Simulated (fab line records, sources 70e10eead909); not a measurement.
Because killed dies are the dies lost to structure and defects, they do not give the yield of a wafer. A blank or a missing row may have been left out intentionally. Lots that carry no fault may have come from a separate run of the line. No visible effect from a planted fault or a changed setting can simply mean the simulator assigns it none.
Chamber matching || flow nand_harc || 4 sister chambers for NHARC_P_CONTACT_ALD_22 on ald_metal-04
The step deposits TiN, target thk 3 nm, pulse time 1 s, ald cycles 150. 8 wafers are shown with their chamber, then 8 later ones without.

EACH WAFER AND ITS CHAMBER
{"wafer": "L077.2", "chamber": 1, "heater_power_w (W)": 1156, "precursor_pulse_height_rel": 0.987}
{"wafer": "L080.1", "chamber": 1, "heater_power_w (W)": 1159, "precursor_pulse_height_rel": 1.007}
{"wafer": "L080.5", "chamber": 2, "heater_power_w (W)": 1216, "precursor_pulse_height_rel": 0.992}
{"wafer": "L083.2", "chamber": 3, "heater_power_w (W)": 1070, "precursor_pulse_height_rel": 1.001}
{"wafer": "L083.4", "chamber": 2, "heater_power_w (W)": 1212, "precursor_pulse_height_rel": 1.019}
{"wafer": "L088.3", "chamber": 3, "heater_power_w (W)": 1068, "precursor_pulse_height_rel": 1.012}
{"wafer": "L088.5", "chamber": 0, "heater_power_w (W)": 1102, "precursor_pulse_height_rel": 0.998}
{"wafer": "L091.2", "chamber": 0, "heater_power_w (W)": 1056, "precursor_pulse_height_rel": 0.976}

WAFERS WITH NO CHAMBER GIVEN
{"wafer": "L091.5", "heater_power_w (W)": 1099, "precursor_pulse_height_rel": 1.019}
{"wafer": "L091.6", "heater_power_w (W)": 1045, "precursor_pulse_height_rel": 1.023}
{"wafer": "L093.1", "heater_power_w (W)": 1085, "precursor_pulse_height_rel": 1.002}
{"wafer": "L093.2", "heater_power_w (W)": 1218, "precursor_pulse_height_rel": 1.021}
{"wafer": "L093.5", "heater_power_w (W)": 1153, "precursor_pulse_height_rel": 0.981}
{"wafer": "L094.1", "heater_power_w (W)": 1048, "precursor_pulse_height_rel": 1.020}
{"wafer": "L094.3", "heater_power_w (W)": 1214, "precursor_pulse_height_rel": 1.002}
{"wafer": "L094.5", "heater_power_w (W)": 1049, "precursor_pulse_height_rel": 1.005}

THE CHAMBER EACH PASSED THROUGH
{"wafer": "L091.5", "from the rows above": "can't be placed: 3 or 0 or 1", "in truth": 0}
{"wafer": "L091.6", "from the rows above": "can't be placed: 3 or 0", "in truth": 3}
{"wafer": "L093.1", "from the rows above": "can't be placed: 3 or 0", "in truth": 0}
{"wafer": "L093.2", "from the rows above": 2, "in truth": 2}
{"wafer": "L093.5", "from the rows above": 1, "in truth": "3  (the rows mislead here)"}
{"wafer": "L094.1", "from the rows above": "can't be placed: 3 or 0", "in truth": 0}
{"wafer": "L094.3", "from the rows above": 2, "in truth": 2}
{"wafer": "L094.5", "from the rows above": "can't be placed: 3 or 0", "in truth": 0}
Placed correctly: 2 of 8. Can't be placed from these rows: 5 (the true chamber is among the candidates in 5). Placed wrongly: 1.
How it was worked out, from the rows above alone: a wafer's distance from a chamber is the root of the sum, over the readings, of the square of ((its reading less the chamber's mean) divided by the reading's scatter). If the next closest chamber is less than 2 further off than the closest, the wafer can't be placed; otherwise it belongs to the closest. Each chamber's mean is taken over the wafers shown for it. The scatter: the root of (the sum of the squares of (reading less its chamber's mean) over the shown wafers, divided by (wafers less chambers)).
